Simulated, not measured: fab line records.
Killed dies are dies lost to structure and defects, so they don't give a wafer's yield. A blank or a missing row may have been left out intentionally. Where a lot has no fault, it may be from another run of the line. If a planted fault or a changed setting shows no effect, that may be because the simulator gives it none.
What tool caused it? | flow n5Finfet | 11 lots with 33 wafers sampled at 4 steps, on a route of 1938 steps

## WHAT THE GAUGES READ, wafer by wafer
N5_BEOL_M5_RS_MEAS_57: a four-point-probe measurement.
lot  | measured     | on           | M5_RS (ohm/sq)
L280 | day 8 09:10  | filmMetro-02 | 0.392 0.392 0.394
L279 | day 8 14:51  | filmMetro-02 | 0.388 0.404 0.387
L282 | day 9 02:47  | filmMetro-02 | 0.384 0.390 0.393
L283 | day 9 08:01  | filmMetro-01 | 0.375 0.392 0.382
L286 | day 10 14:29 | filmMetro-02 | 0.404 0.378 0.393
L293 | day 12 05:48 | filmMetro-02 | 0.370 0.378 0.382
L296 | day 12 12:03 | filmMetro-02 | 0.382 0.378 0.390
L297 | day 12 17:39 | filmMetro-01 | 0.378 0.393 0.388
L300 | day 13 18:46 | filmMetro-01 | 0.376 0.398 0.392
L301 | day 13 23:41 | filmMetro-02 | 0.386 0.402 0.407
L302 | day 14 01:04 | filmMetro-01 | 0.395 0.394 0.386

N5_BEOL_M6_THK_MEAS_01.
lot  | measured     | on           | M6_ILD_THK (nm)
L280 | day 8 09:49  | filmMetro-01 | 155.2 157.9 156.9
L279 | day 8 15:29  | filmMetro-02 | 154.2 155.4 156.0
L282 | day 9 03:25  | filmMetro-01 | 156.3 159.4 158.5
L283 | day 9 08:40  | filmMetro-02 | 153.3 153.2 154.4
L286 | day 10 15:08 | filmMetro-01 | 157.2 158.3 157.5
L293 | day 12 06:26 | filmMetro-02 | 165.8 164.8 154.3
L296 | day 12 12:41 | filmMetro-01 | 154.1 155.8 157.0
L297 | day 12 18:17 | filmMetro-01 | 164.6 153.9 152.7
L300 | day 13 19:25 | filmMetro-02 | 151.8 153.9 155.3
L301 | day 14 00:19 | filmMetro-02 | 155.2 157.7 159.5
L302 | day 14 01:42 | filmMetro-01 | 154.4 154.2 156.5

## WHAT TOOL EACH LOT RAN ON (gives the tool, then ch and the chambers of the sampled wafers, and finally the start)
lot  | N5_BEOL_M5_ANNEAL_84        | N5_BEOL_M6_ILD_DEP_00
L280 | pvdSputter-03, day 8 05:47  | pecvd-01 ch 0,1, day 8 09:14
L279 | pvdSputter-02, day 8 11:42  | pecvd-04 ch 0,1,2, day 8 14:55
L282 | pvdSputter-03, day 8 23:31  | pecvd-04 ch 0,1, day 9 02:50
L283 | pvdSputter-01, day 9 04:52  | pecvd-01 ch 0,1,2, day 9 08:05
L286 | pvdSputter-01, day 10 08:48 | pecvd-03 ch 0,1,2, day 10 14:34
L293 | pvdSputter-03, day 12 02:38 | pecvd-01 ch 0,1, day 12 05:52
L296 | pvdSputter-01, day 12 08:54 | pecvd-04 ch 0,1,2, day 12 12:07
L297 | pvdSputter-02, day 12 14:29 | pecvd-01 ch 0,1,2, day 12 17:43
L300 | pvdSputter-03, day 13 15:28 | pecvd-03 ch 0,1, day 13 18:50
L301 | pvdSputter-03, day 13 20:32 | pecvd-04 ch 0,1, day 13 23:45
L302 | pvdSputter-02, day 13 21:51 | pecvd-04 ch 0,2, day 14 01:07
- N5_BEOL_M5_ANNEAL_84: time 1800 s.
- N5_BEOL_M6_ILD_DEP_00: deposits SiCOH lowk from DEMS/porogen, target thk 179.75 nm, time 33.4 s.

## WHAT THE TOOLS THEMSELVES READ (means of the sampled wafers that have a number; where no wafer has one, the mark that the record gives instead)
N5_BEOL_M5_ANNEAL_84.
lot  | tool          | heaterPowerW (W)
L280 | pvdSputter-03 | 838
L279 | pvdSputter-02 | 833
L282 | pvdSputter-03 | 783
L283 | pvdSputter-01 | 905
L286 | pvdSputter-01 | 848
L293 | pvdSputter-03 | 818
L296 | pvdSputter-01 | 845
L297 | pvdSputter-02 | 909
L300 | pvdSputter-03 | 771
L301 | pvdSputter-03 | 804
L302 | pvdSputter-02 | 752

N5_BEOL_M6_ILD_DEP_00.
lot  | tool     | heaterPowerW (W) | rfFwdPowerW (W) | showerheadPlenumPTorr (Torr) | throttleValvePct (%)
L280 | pecvd-01 | 368              | 495.5           | 5.728                        | 13.7
L279 | pecvd-04 | 373              | 495.7           | 5.736                        | 13.9
L282 | pecvd-04 | 419              | 495.9           | 5.747                        | 13.9
L283 | pecvd-01 | 346              | 494.9           | 5.732                        | 13.4
L286 | pecvd-03 | 288              | 495.1           | 5.756                        | 14.0
L293 | pecvd-01 | 380              | 494.6           | 5.746                        | 13.9
L296 | pecvd-04 | 375              | 495.7           | 5.736                        | 13.6
L297 | pecvd-01 | 349              | 495.2           | 5.742                        | 13.6
L300 | pecvd-03 | 275              | 494.3           | 5.727                        | 14.1
L301 | pecvd-04 | 367              | 494.6           | 5.735                        | 14.1
L302 | pecvd-04 | 429              | 494.0           | 5.747                        | 13.1

## THE ANSWER, worked out from the rows above alone
Rule: the usual values come from the lots themselves. Put in order of their means at a reading, lots are off if they are a third of the lots or fewer, leave a main group of 4 or more, and stand apart from it by a gap of 3 or more times the standard deviation of the main group's means; of several such gaps the widest counts. A main group is skipped when, at the precision printed for the reading in the tables above, its means are all equal. A lot without any number at a reading at which 4 lots or more have one is off too. Any other lot the step has rows for is counted as sound. First the gauges in route order, then the tools' own readings, where a lot's mean is used as printed above. At the first step where some lot is off, the reading lying furthest off is the one used; lots without a number count as furthest.
No lot is off at any reading shown: from this, nothing can be told.

## WHAT HAD BEEN PUT IN BY THE SIMULATOR
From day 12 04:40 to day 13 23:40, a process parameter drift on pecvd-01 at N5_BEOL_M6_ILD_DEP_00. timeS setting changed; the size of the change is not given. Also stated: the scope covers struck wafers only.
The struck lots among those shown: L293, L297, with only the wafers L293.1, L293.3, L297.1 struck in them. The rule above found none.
